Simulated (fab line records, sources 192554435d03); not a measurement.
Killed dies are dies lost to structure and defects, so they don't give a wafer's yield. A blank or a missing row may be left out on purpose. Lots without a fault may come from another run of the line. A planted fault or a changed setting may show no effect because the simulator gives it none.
One fault seen from 2 desks | flow n5_finfet | each desk has only its own numbers; what lay behind them comes last

THE TOOL OWNER'S DESK: litho_track-02
The tool's own readings at N5_GATE_CUT_COAT_34 (time 60 s, resist thk 60 nm): means of the sampled wafers that have a number, for each lot that ran on this tool. A lot is out of limits, marked OUT, if its mean lies more than 4 standard deviations from the usual mean; the brackets give that distance.
Columns: A = spin_speed_rpm at N5_GATE_CUT_COAT_34, usual 1500.0 rpm
lot  | first seen here | A
L172 | day 5 22:27     | 1392.6 (-98) OUT
L173 | day 6 05:05     | 1392.1 (-98) OUT
L184 | day 9 04:50     | 1501.3
This desk's finding: out of limits on L172, L173; first on L172, day 5 22:27 (spin_speed_rpm at N5_GATE_CUT_COAT_34). In limits: L184.

THE DEFECT DESK
What the inspections along the route counted, lot by lot: means of the sampled wafers that have a number. A lot is out of limits, marked OUT, if its mean lies more than 4 standard deviations from the usual mean; the brackets give that distance.
Columns: A = raw_defect_count at N5_HKMG_FIN_INSPECT_28, usual 44
lot  | first seen here | A
L166 | day 4 08:11     | 35
L167 | day 4 18:08     | 38
L172 | day 5 19:05     | 46
L173 | day 6 01:29     | 58
L179 | day 7 17:32     | 37
L182 | day 8 06:03     | 18
L183 | day 8 14:13     | 50
L184 | day 9 01:31     | 58
L186 | day 9 07:30     | 35
L187 | day 9 14:32     | 36
L188 | day 9 20:48     | 21
L189 | day 10 01:59    | 45
This desk's finding: nothing out of limits on any of the 12 lots.

PUT TOGETHER
The tool owner's desk could have raised an alarm at day 5 22:27, on L172, L173.
The defect desk saw nothing out of limits.
The defect desk has L172, L173 on record, within its limits.
Of the lots named, all ran N5_GATE_CUT_COAT_34 on litho_track-02.

WHAT THE SIMULATOR HAD PUT IN
Process parameter drift: litho_track-02, from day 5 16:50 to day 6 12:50, at N5_GATE_CUT_COAT_34. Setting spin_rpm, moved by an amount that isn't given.
Lots struck among those shown: L172, L173.
Hours from the fault's start to each desk's first reading out of limits: the tool owner's desk, 6.
